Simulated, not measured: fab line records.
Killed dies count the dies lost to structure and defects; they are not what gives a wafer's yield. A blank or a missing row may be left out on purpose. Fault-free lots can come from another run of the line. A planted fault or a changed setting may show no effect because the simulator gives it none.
fab line records + flow n5Finfet
[record]
- lots = 10
- wafers = 30
- lastDay = 17
route steps=1938 shown MOL_CONTACT_COAG@615 BEOL_M0_SAQP@635 BEOL_M4@1111 PASSIVATION@1936
lots untouched by any fault: they come from a run of this same line in which no faults occurred
startH: start of the lot's first displayed wafer, in hours after the record's first day + waitH: time in hours since the lot's previous step + " repeats the value in the row above + L1.1+2: a row that stands for several wafers + - no value, or no start given + * or withheld: withheld + < > ~ a bound
route shown NAME@n: a module of which the file shows steps, and the number in the route of the first + usual: the fault-free wafers' mean and standard deviation + same: alike in all rows + chamber/n: place in a boat + sites: each site's reading + _std_site: the standard deviation of these + _edge_site: inner sites' mean taken away from outer sites' mean + radiusMm: for every site, how far away it sits from the centre of the wafer + mask NAME#n: copy n + behind: the tool/chamber that last shaped the wafer + hold: reason for holding the lot/hours on hold/outcome of the hold + device: the transistor (n, p or np) that didn't switch + end of line: tests run on the same wafers once the route is complete + a step given without rows: its recipe and nothing more + killed: dies lost to structure and defects at the first sort, not the wafer's yield + map: a wafer's dies, x killed, . not, _ none there
set.NAME: the setting as run; set.NAME@STEP: as run at that earlier step + model.NAME: the simulator's own value behind a step, which no gauge read
a sample of lots followed through the steps of the route, with each step as a table and each wafer as a row
services: from which hour (startH, from the record's first day; less than 0 if before it) a tool's chamber was out of use, for how many hours, and why
[[steps]]
[step N5_MOL_CONTACT_COAG_VIA_ETCH_117]
[recipe]
- chemistry = C4F6/O2
- targetDepthA = 400
- overetchA = 80
- maskMaterial = SOC
- target = SiO2
- biasW = 455
- pressureMtorr = 10
- timeS = 26
- sourceW = 325
- Ar_flow_sccm = 300
- C4F6_flow_sccm = 10
- O2_flow_sccm = 10
- ionEnergyEv = 575.3
- ends = endPoint
[usual]
- C4F6_flow_sccm = 10.001/0.026
- drypumpMotorCurrentA = 5.7/0.54
- oesProductAu = 0.69/0.06
- rfVppV = 1588/35
- showerheadPlenumPTorr = 2.81/0.094
- throttleValvePct = 41.0/0.48
| lot.wafer | tool       | chamber | startH | waitH | C4F6_flow_sccm | drypumpMotorCurrentA | oesProductAu | rfHoursCounterH | rfVppV | showerheadPlenumPTorr | throttleValvePct |
|-----------|------------|---------|--------|-------|----------------|----------------------|--------------|-----------------|--------|-----------------------|------------------|
| L168.1    | rieDiel-04 | 2       | 100.02 | 0.0   | 9.948          | 4.9                  | 0.66         | 179             | 1622   | 2.95                  | 41.2             |
| L168.2    | "          | 0       | "      | "     | 10.043         | 6.0                  | 0.70         | 114             | 1570   | 2.97                  | 41.0             |
| L168.4    | "          | 1       | "      | "     | 9.972          | 5.8                  | 0.84         | 11              | 1532   | 2.92                  | 41.6             |
| L169.1    | rieDiel-06 | 2       | 109.99 | 0.0   | 9.998          | 5.6                  | 0.88         | 0               | 1594   | 2.88                  | 40.4             |
| L169.3    | "          | 3       | "      | "     | 10.017         | 5.1                  | 0.62         | 249             | 1598   | 2.79                  | 41.0             |
| L169.4    | "          | 1       | "      | "     | 9.977          | 5.6                  | 0.67         | 160             | 1561   | 2.62                  | 41.6             |
| L171.2    | rieDiel-05 | 0       | 119.71 | 0.0   | 10.005         | 5.7                  | 0.69         | 159             | 1603   | 2.81                  | 41.2             |
| L171.5    | "          | 2       | "      | "     | 10.012         | 6.5                  | 0.72         | -               | 1642   | 2.84                  | 40.3             |
| L171.6    | "          | 1       | "      | "     | 9.997          | 6.2                  | 0.66         | -               | 1535   | 2.69                  | 40.4             |
| L172.1    | rieDiel-04 | 1       | 124.35 | 0.0   | 10.025         | 5.8                  | 0.81         | 21              | 1530   | 2.91                  | 41.6             |
| L172.5    | "          | 0       | "      | "     | 10.042         | 6.0                  | 0.68         | -               | 1569   | 2.97                  | 41.0             |
| L172.6    | "          | 3       | "      | "     | 9.971          | 4.9                  | 0.66         | -               | 1593   | 2.74                  | 41.5             |
| L174.3    | rieDiel-05 | 1       | 139.86 | 0.0   | 9.997          | 6.1                  | 0.65         | 184             | 1535   | 2.68                  | 40.4             |
| L174.4    | "          | 3       | "      | "     | 10.004         | 5.5                  | 0.67         | 153             | 1614   | 2.84                  | 41.3             |
| L174.5    | "          | 2       | "      | "     | 10.039         | 6.5                  | 0.72         | -               | 1641   | 2.83                  | 40.3             |
| L181.4    | rieDiel-05 | 2       | 182.26 | 0.0   | 9.963          | 6.5                  | 0.70         | 129             | 1640   | 2.83                  | 40.3             |
| L181.5    | "          | 1       | "      | "     | 10.045         | 6.1                  | 0.65         | -               | 1534   | 2.67                  | 40.4             |
| L181.6    | "          | 0       | "      | "     | 10.042         | 5.7                  | 0.67         | -               | 1603   | 2.80                  | 41.2             |
| L183.1    | rieDiel-05 | 2       | 191.76 | 0.0   | 10.008         | 6.5                  | 0.69         | 132             | 1642   | 2.83                  | 40.3             |
| L183.3    | "          | 0       | "      | "     | 10.011         | 5.8                  | 0.67         | 187             | 1604   | 2.80                  | 41.2             |
| L183.4    | "          | 3       | "      | "     | 10.018         | 5.4                  | 0.66         | 170             | 1614   | 2.84                  | 41.3             |
| L185.2    | rieDiel-05 | 1       | 205.86 | 0.0   | 10.015         | 6.1                  | 0.63         | 209             | 1533   | 2.67                  | 40.4             |
| L185.3    | "          | 2       | "      | "     | 9.995          | 6.5                  | 0.69         | 137             | 1641   | 2.82                  | 40.3             |
| L185.5    | "          | 2       | "      | "     | 10.014         | 6.5                  | 0.70         | -               | 1641   | 2.82                  | 40.3             |
| L186.4    | rieDiel-04 | 3       | 209.29 | 0.0   | 10.020         | 4.9                  | 0.64         | 169             | 1593   | 2.73                  | 41.6             |
| L186.5    | "          | 1       | "      | "     | 10.014         | 5.8                  | 0.76         | -               | 1529   | 2.90                  | 41.6             |
| L186.6    | "          | 2       | "      | "     | 10.020         | 4.8                  | 0.64         | -               | 1621   | 2.93                  | 41.2             |
| L191.3    | rieDiel-05 | 1       | 237.26 | 0.0   | 9.964          | 6.1                  | 0.63         | 221             | 1533   | 2.67                  | 40.4             |
| L191.4    | "          | 3       | "      | "     | 9.967          | 5.4                  | 0.65         | 188             | 1611   | 2.83                  | 41.3             |
| L191.6    | "          | 1       | "      | "     | 9.971          | 6.1                  | 0.63         | -               | 1534   | 2.67                  | 40.5             |
[step N5_MOL_CONTACT_COAG_CD_MEAS_101]
[recipe]
- targetCdNm = 16
[usual]
- cdNm = 16.2/0.36
| lot.wafer | tool     | chamber | startH | waitH | cdNm |
|-----------|----------|---------|--------|-------|------|
| L168.1    | cdSem-01 | -       | 100.37 | 0.0   | 15.9 |
| L168.2    | "        | -       | "      | "     | 16.1 |
| L168.4    | "        | -       | "      | "     | 16.1 |
| L169.1    | cdSem-01 | -       | 110.40 | 0.0   | 15.8 |
| L169.3    | "        | -       | "      | "     | 16.3 |
| L169.4    | "        | -       | "      | "     | 15.7 |
| L171.2    | cdSem-01 | -       | 120.06 | 0.0   | 15.8 |
| L171.5    | "        | -       | "      | "     | 16.3 |
| L171.6    | "        | -       | "      | "     | 15.8 |
| L172.1    | cdSem-02 | -       | 125.04 | 0.0   | 16.7 |
| L172.5    | "        | -       | "      | "     | 15.9 |
| L172.6    | "        | -       | "      | "     | 16.5 |
| L174.3    | cdSem-03 | -       | 140.21 | 0.0   | 16.8 |
| L174.4    | "        | -       | "      | "     | 16.4 |
| L174.5    | "        | -       | "      | "     | 16.5 |
| L181.4    | cdSem-01 | -       | 182.62 | 0.0   | 16.2 |
| L181.5    | "        | -       | "      | "     | 16.3 |
| L181.6    | "        | -       | "      | "     | 16.2 |
| L183.1    | cdSem-03 | -       | 192.36 | 0.0   | 15.5 |
| L183.3    | "        | -       | "      | "     | 16.3 |
| L183.4    | "        | -       | "      | "     | 16.3 |
| L185.2    | cdSem-02 | -       | 206.21 | 0.0   | 16.0 |
| L185.3    | "        | -       | "      | "     | 16.8 |
| L185.5    | "        | -       | "      | "     | 16.9 |
| L186.4    | cdSem-03 | -       | 209.65 | 0.0   | 15.5 |
| L186.5    | "        | -       | "      | "     | 16.1 |
| L186.6    | "        | -       | "      | "     | 16.1 |
| L191.3    | cdSem-02 | -       | 237.63 | 0.0   | 16.6 |
| L191.4    | "        | -       | "      | "     | 16.5 |
| L191.6    | "        | -       | "      | "     | 15.5 |
[step N5_MOL_CONTACT_COAG_CVD_140]
[recipe]
- material = W
- targetThkA = 665
- mode = selectiveFill
- tempC = 300
- timeS = 215
[usual]
- heaterPowerW = 528/58
| lot.wafer | tool    | chamber | startH | waitH | heaterPowerW |
|-----------|---------|---------|--------|-------|--------------|
| L168.1    | cvdW-01 | 0       | 100.50 | 0.1   | 599          |
| L168.2    | "       | 1       | "      | "     | 458          |
| L168.4    | "       | 0       | "      | "     | 614          |
| L169.1    | cvdW-01 | 0       | 110.53 | 0.1   | 596          |
| L169.3    | "       | 1       | "      | "     | 454          |
| L169.4    | "       | 0       | "      | "     | 599          |
| L171.2    | cvdW-01 | 1       | 120.19 | 0.1   | 462          |
| L171.5    | "       | 0       | "      | "     | 601          |
| L171.6    | "       | 1       | "      | "     | 463          |
| L172.1    | cvdW-01 | 1       | 125.18 | 0.1   | 453          |
| L172.5    | "       | 0       | "      | "     | 599          |
| L172.6    | "       | 1       | "      | "     | 454          |
| L174.3    | cvdW-01 | 0       | 140.42 | 0.1   | 597          |
| L174.4    | "       | 1       | "      | "     | 452          |
| L174.5    | "       | 0       | "      | "     | 603          |
| L181.4    | cvdW-02 | 0       | 182.82 | 0.1   | 529          |
| L181.5    | "       | 1       | "      | "     | 535          |
| L181.6    | "       | 0       | "      | "     | 538          |
| L183.1    | cvdW-01 | 1       | 192.50 | 0.1   | 455          |
| L183.3    | "       | 1       | "      | "     | 453          |
| L183.4    | "       | 0       | "      | "     | 601          |
| L185.2    | cvdW-02 | 1       | 206.34 | 0.1   | 526          |
| L185.3    | "       | 0       | "      | "     | 507          |
| L185.5    | "       | 0       | "      | "     | 525          |
| L186.4    | cvdW-01 | 1       | 209.86 | 0.1   | 457          |
| L186.5    | "       | 0       | "      | "     | 620          |
| L186.6    | "       | 1       | "      | "     | 452          |
| L191.3    | cvdW-01 | 0       | 237.83 | 0.1   | 610          |
| L191.4    | "       | 1       | "      | "     | 458          |
| L191.6    | "       | 1       | "      | "     | 446          |
[step N5_BEOL_M0_SAQP_PECVD_03]
[recipe]
- material = SiCN
- targetThkA = 120
- tempC = withheld
- precursor = 3MS/NH3
- pressureTorr = 3
- rfW = 202
- timeS = 21.1
[usual]
- runLengthS = 51.4/0.38
- showerheadPlenumPTorr = 3.670/0.012
- throttleValvePct = 9.1/0.44
| lot.wafer | tool     | chamber | startH | waitH | runLengthS | showerheadPlenumPTorr | throttleValvePct |
|-----------|----------|---------|--------|-------|------------|-----------------------|------------------|
| L168.1    | pecvd-02 | 1       | 105.12 | 0.1   | 51.5       | 3.663                 | 8.6              |
| L168.2    | "        | 0       | "      | "     | 51.8       | 3.661                 | 8.8              |
| L168.4    | "        | 2       | "      | "     | 50.9       | 3.673                 | 8.6              |
| L169.1    | pecvd-03 | 1       | 115.83 | 0.1   | 51.9       | 3.691                 | 8.8              |
| L169.3    | "        | 2       | "      | "     | 51.9       | 3.670                 | 8.8              |
| L169.4    | "        | 2       | "      | "     | 51.0       | 3.672                 | 8.9              |
| L171.2    | pecvd-04 | 1       | 125.13 | 0.1   | 51.6       | 3.683                 | 9.7              |
| L171.5    | "        | 0       | "      | "     | 51.1       | 3.667                 | 10.0             |
| L171.6    | "        | 2       | "      | "     | 51.9       | 3.671                 | 9.3              |
| L172.1    | pecvd-04 | 2       | 129.72 | 0.1   | 51.1       | 3.668                 | 9.4              |
| L172.5    | "        | 0       | "      | "     | 51.3       | 3.668                 | 9.8              |
| L172.6    | "        | 2       | "      | "     | 51.5       | 3.669                 | 9.2              |
| L174.3    | pecvd-02 | 0       | 146.41 | 0.1   | 51.8       | 3.653                 | 9.2              |
| L174.4    | "        | 1       | "      | "     | 51.4       | 3.673                 | 8.5              |
| L174.5    | "        | 0       | "      | "     | 51.8       | 3.657                 | 8.8              |
| L181.4    | pecvd-04 | 1       | 188.29 | 0.1   | 51.5       | 3.676                 | 9.8              |
| L181.5    | "        | 0       | "      | "     | 57.5       | 3.676                 | 9.8              |
| L181.6    | "        | 2       | "      | "     | 51.6       | 3.674                 | 9.3              |
| L183.1    | pecvd-04 | 0       | 196.72 | 0.1   | 57.6       | 3.660                 | 9.6              |
| L183.3    | "        | 1       | "      | "     | 51.5       | 3.675                 | 9.8              |
| L183.4    | "        | 2       | "      | "     | 52.1       | 3.661                 | 9.5              |
| L185.2    | pecvd-02 | 0       | 211.07 | 0.1   | 52.0       | 3.653                 | 9.1              |
| L185.3    | "        | 2       | "      | "     | 51.2       | 3.667                 | 8.7              |
| L185.5    | "        | 1       | "      | "     | 51.2       | 3.661                 | 8.7              |
| L186.4    | pecvd-04 | 0       | 216.32 | 0.1   | 57.2       | 3.675                 | 10.2             |
| L186.5    | "        | 0       | "      | "     | 57.1       | 3.676                 | 9.6              |
| L186.6    | "        | 1       | "      | "     | 51.7       | 3.674                 | 9.8              |
| L191.3    | pecvd-02 | 0       | 244.04 | 0.1   | 51.9       | 3.663                 | 9.0              |
| L191.4    | "        | 1       | "      | "     | 51.8       | 3.660                 | 8.5              |
| L191.6    | "        | 0       | "      | "     | 51.6       | 3.663                 | 9.1              |
[step N5_BEOL_M4_RC_MEAS_101]
[usual]
- DIBL_N = 35.9/1.9
- DIBL_P = 35.8/2.4
- IOFF_N = 0.15/0.031
- IOFF_P = 0.21/0.037
- ION_N = 672/13
- ION_P = 462/8.3
- SS_N = 71.5/0.72
- SS_P = 73.2/0.67
- VT_N = 250/3.4
- VT_P = -250/3.4
| lot.wafer | tool      | chamber | startH | waitH | DIBL_N[mV/V] | DIBL_P[mV/V] | IOFF_N[nA/um] | IOFF_P[nA/um] | ION_N[uA/um] | ION_P[uA/um] | SS_N[mV/dec] | SS_P[mV/dec] | VT_N[mV] | VT_P[mV] |
|-----------|-----------|---------|--------|-------|--------------|--------------|---------------|---------------|--------------|--------------|--------------|--------------|----------|----------|
| L168.1    | prober-02 | 0       | 166.95 | 0.0   | 37.0         | 37.6         | 0.15          | 0.22          | 676          | 466          | 71.2         | 73.8         | 250      | -250     |
| L168.2    | "         | 0       | "      | "     | 36.5         | 35.3         | 0.13          | 0.18          | 657          | 450          | 71.2         | 73.2         | 253      | -253     |
| L168.4    | "         | 0       | "      | "     | 36.5         | 36.1         | 0.13          | 0.19          | 660          | 457          | 71.4         | 72.7         | 252      | -251     |
| L169.1    | prober-01 | 0       | 176.60 | 0.0   | 36.6         | 36.7         | 0.16          | 0.23          | 671          | 469          | 71.6         | 73.5         | 250      | -248     |
| L169.3    | "         | 0       | "      | "     | 34.4         | 35.1         | 0.12          | 0.21          | 640          | 456          | 70.6         | 73.6         | 257      | -249     |
| L169.4    | "         | 0       | "      | "     | 35.2         | 36.2         | 0.14          | 0.23          | 667          | 472          | 70.9         | 73.5         | 253      | -249     |
| L171.2    | prober-02 | 0       | 197.24 | 0.2   | 35.8         | 35.0         | 0.13          | 0.18          | 661          | 453          | 71.1         | 72.7         | 251      | -252     |
| L171.5    | "         | 0       | "      | "     | 37.4         | 36.8         | 0.16          | 0.22          | 669          | 462          | 72.1         | 73.6         | 252      | -250     |
| L171.6    | "         | 0       | "      | "     | 35.5         | 34.3         | 0.13          | 0.18          | 669          | 459          | 71.0         | 73.0         | 252      | -251     |
| L174.3    | prober-02 | 0       | 204.25 | 0.6   | 35.1         | 36.0         | 0.15          | 0.20          | 675          | 460          | 71.0         | 73.3         | 249      | -250     |
| L174.4    | "         | 0       | "      | "     | 37.4         | 37.4         | 0.18          | 0.23          | 683          | 466          | 71.9         | 74.1         | 248      | -251     |
| L174.5    | "         | 0       | "      | "     | 38.2         | 37.8         | 0.18          | 0.24          | 668          | 467          | 73.1         | 73.8         | 248      | -249     |
| L172.1    | prober-01 | 0       | 204.98 | 0.0   | 37.3         | 37.0         | 0.16          | 0.24          | 672          | 469          | 71.5         | 73.0         | 253      | -246     |
| L172.5    | "         | 0       | "      | "     | 36.3         | 33.6         | 0.15          | 0.19          | 658          | 450          | 72.1         | 73.0         | 252      | -252     |
| L172.6    | "         | 0       | "      | "     | 36.6         | 35.0         | 0.14          | 0.21          | 661          | 461          | 72.0         | 73.7         | 251      | -251     |
| L181.4    | prober-01 | 0       | 245.17 | 0.5   | 36.8         | 38.0         | 0.17          | 0.24          | 676          | 465          | 71.6         | 73.1         | 249      | -245     |
| L181.5    | "         | 0       | "      | "     | 35.0         | 35.3         | 0.14          | 0.20          | 655          | 459          | 71.8         | 73.2         | 253      | -247     |
| L181.6    | "         | 0       | "      | "     | 34.6         | 36.1         | 0.14          | 0.21          | 679          | 470          | 71.0         | 73.0         | 249      | -246     |
| L183.1    | prober-01 | 0       | 256.16 | 0.0   | 38.7         | 40.9         | 0.24          | 0.30          | 691          | 472          | 72.6         | 73.3         | 244      | -245     |
| L183.3    | "         | 0       | "      | "     | 38.1         | 38.9         | 0.21          | 0.25          | 670          | 463          | 72.7         | 72.8         | 247      | -244     |
| L183.4    | "         | 0       | "      | "     | 36.4         | 37.9         | 0.17          | 0.22          | 684          | 469          | 71.6         | 74.0         | 251      | -247     |
| L185.2    | prober-02 | 0       | 261.13 | 0.2   | 39.6         | 39.5         | 0.21          | 0.29          | 684          | 476          | 71.4         | 74.8         | 243      | -247     |
| L185.3    | "         | 0       | "      | "     | 38.2         | 36.9         | 0.18          | 0.24          | 682          | 469          | 72.2         | 73.5         | 247      | -251     |
| L185.5    | "         | 0       | "      | "     | 36.8         | 36.1         | 0.16          | 0.22          | 674          | 464          | 71.6         | 73.5         | 248      | -249     |
| L186.4    | prober-01 | 0       | 287.27 | 0.5   | 35.1         | 33.9         | 0.13          | 0.17          | 674          | 463          | 71.7         | 72.8         | 254      | -256     |
| L186.5    | "         | 0       | "      | "     | 38.3         | 38.0         | 0.18          | 0.23          | 693          | 480          | 71.4         | 73.7         | 250      | -249     |
| L186.6    | "         | 0       | "      | "     | 37.1         | 36.6         | 0.16          | 0.20          | 674          | 455          | 72.0         | 73.1         | 251      | -253     |
| L191.3    | prober-02 | 0       | 313.89 | 0.3   | 34.6         | 33.6         | 0.13          | 0.20          | 674          | 473          | 70.6         | 72.7         | 250      | -251     |
| L191.4    | "         | 0       | "      | "     | 36.8         | 35.7         | 0.17          | 0.23          | 690          | 475          | 71.4         | 73.0         | 249      | -247     |
| L191.6    | "         | 0       | "      | "     | 36.9         | 35.7         | 0.16          | 0.23          | 682          | 473          | 71.3         | 72.5         | 253      | -247     |
[step N5_PASSIVATION_PROBE_49]
[usual]
- defectLimitedYield = 91.6/1.2
- killed_at_M0_to_M3 = 33/9.4
- killed_at_M4_up = 13/5.2
- killedAtContacts = 13/5.6
- killedAtFrontEnd = 37/9.5
- killedAtOther = 4/3.1
- killedDies = 99/15
- killedOpen = 65/11
- killedShort = 32/7.5
- sort_bin_5_function = 4.9/0.77
- sort_bin_6_memory = 3.1/0.65
- sort_bin_8_speed = 0.01/0.056
- sortNPass = 1081/15
- sortYieldPct = 91.6/1.2
[same]
- grossDies = 1180
- killedAtBackSide = 0
- sort_bin_4_leakage[%] = 0
| lot.wafer | tool      | chamber | startH | waitH | defectLimitedYield[%] | killed_at_M0_to_M3 | killed_at_M4_up | killedAtContacts | killedAtFrontEnd | killedAtOther | killedDies | killedOpen | killedShort | sort_bin_5_function[%] | sort_bin_6_memory[%] | sort_bin_8_speed[%] | sortNPass | sortYieldPct[%] |
|-----------|-----------|---------|--------|-------|-----------------------|--------------------|-----------------|------------------|------------------|---------------|------------|------------|-------------|------------------------|----------------------|---------------------|-----------|-----------------|
| L186.4    | prober-01 | -       | 394.06 | 0.2   | 93.7                  | 26                 | 2               | 13               | 33               | 0             | 74         | 50         | 21          | 4.1                    | 1.9                  | 0                   | 1106      | 93.7            |
| L186.5    | prober-01 | -       | 394.11 | 0.2   | 90.9                  | 48                 | 14              | 9                | 34               | 2             | 107        | 74         | 33          | 5.6                    | 3.3                  | 0                   | 1073      | 90.9            |
| L186.6    | prober-01 | -       | 394.16 | 0.3   | 91.9                  | 28                 | 14              | 11               | 40               | 2             | 95         | 60         | 34          | 4.4                    | 3.3                  | 0                   | 1085      | 91.9            |
// killed by level:class
L186.4 MOL_CONTACT_COAG:geometricParticle:open=13 DUMMY_GATE:geometricParticle:open=8 BEOL_M2:geometricParticle:open=8 BEOL_M0_SAQP:geometricParticle:short=6 STARTING-WAFER:geometricParticle:open=5 FIN_SAQP:geometricParticle:short=4 FIN_SAQP:geometricParticle:open=4 BEOL_M1:geometricParticle:open=4
L186.5 BEOL_M1:geometricParticle:open=15 FIN_SAQP:geometricParticle:open=11 BEOL_M0_SAQP:geometricParticle:open=10 MOL_CONTACT_COAG:geometricParticle:open=9 BEOL_M0_SAQP:geometricParticle:short=8 BEOL_M1:geometricParticle:short=7 FIN_SAQP:geometricParticle:short=6 DUMMY_GATE:geometricParticle:open=5
L186.6 FIN_SAQP:geometricParticle:open=15 BEOL_M0_SAQP:geometricParticle:short=11 MOL_CONTACT_COAG:geometricParticle:open=7 DUMMY_GATE:geometricParticle:open=6 STI_FIN_REVEAL:geometricParticle:open=6 BEOL_M0_SAQP:geometricParticle:open=6 BEOL_M4:geometricParticle:short=5 MOL_CONTACT_COAG:geometricParticle:short=4
[[services]]
| tool       | chamber | startH | hours | kind                         |
|------------|---------|--------|-------|------------------------------|
| rieDiel-06 | 0       | 82.55  | 4.1   | repair                       |
| pecvd-02   | 2       | 82.80  | 5.5   | scheduledDown                |
| pecvd-03   | -       | 85.89  | 2.8   | pm                           |
| rieDiel-06 | 2       | 88.38  | -     | clean                        |
| rieDiel-05 | 1       | 93.73  | 1.5   | repair                       |
| cvdW-02    | -       | 113.60 | 1.2   | repair                       |
| cvdW-02    | 0       | 127.16 | 7.9   | repair                       |
| pecvd-02   | 1       | 130.41 | 2.1   | scheduledDown                |
| rieDiel-05 | -       | 130.49 | 0.3   | repair                       |
| pecvd-04   | 0       | 154.02 | 4.6   | repair                       |
| rieDiel-04 | 0       | 167.03 | 32.6  | repair                       |
| pecvd-02   | 1       | 178.29 | 16.5  | scheduledDown                |
| cvdW-02    | -       | 188.03 | 6.9   | pm                           |
| rieDiel-04 | 3       | 191.39 | 5.6   | repair                       |
| pecvd-04   | 0       | 192.99 | 2.1   | scheduledDown                |
| pecvd-04   | 2       | 202.38 | -     | clean                        |
| pecvd-04   | 2       | 202.38 | -     | consumableReplace:showerhead |
| pecvd-04   | 2       | 202.38 | 29.0  | scheduledDown                |
| pecvd-04   | 2       | 202.38 | 29.0  | ventCycle                    |
| cvdW-02    | -       | 204.42 | 0.8   | repair                       |
| pecvd-02   | 0       | 216.74 | 2.1   | scheduledDown                |
| rieDiel-05 | -       | 219.24 | 0.6   | repair                       |
| rieDiel-06 | -       | 226.50 | 4.3   | pm                           |
| pecvd-02   | -       | 228.51 | 0.7   | repair                       |
[[key]]
[firstSign]
- step = N5_BEOL_M0_SAQP_PECVD_03
- reading = runLengthS
- direction = up
- sigmas = 16
- usual = *
- struck = *
effect none on later readings
metAt N5_BEOL_M0_SAQP_PECVD_03
struckLots L181,L183,L186
struckWafers L181.5,L183.1,L186.4,L186.5
notActingAt N5_MOL_CONTACT_COAG_VIA_ETCH_117,N5_MOL_CONTACT_COAG_CD_MEAS_101,N5_MOL_CONTACT_COAG_CVD_140
onsetBetween 129.72 188.29
[fault]
- kind = processParameterDrift
- tool = pecvd-04
- chamber = 0
- onsetH = 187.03
- steps = N5_BEOL_M0_SAQP_PECVD_03
- channel = timeS
- offset = *
- shape = step
- endH = 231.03
- actsIn = *
- stated = *
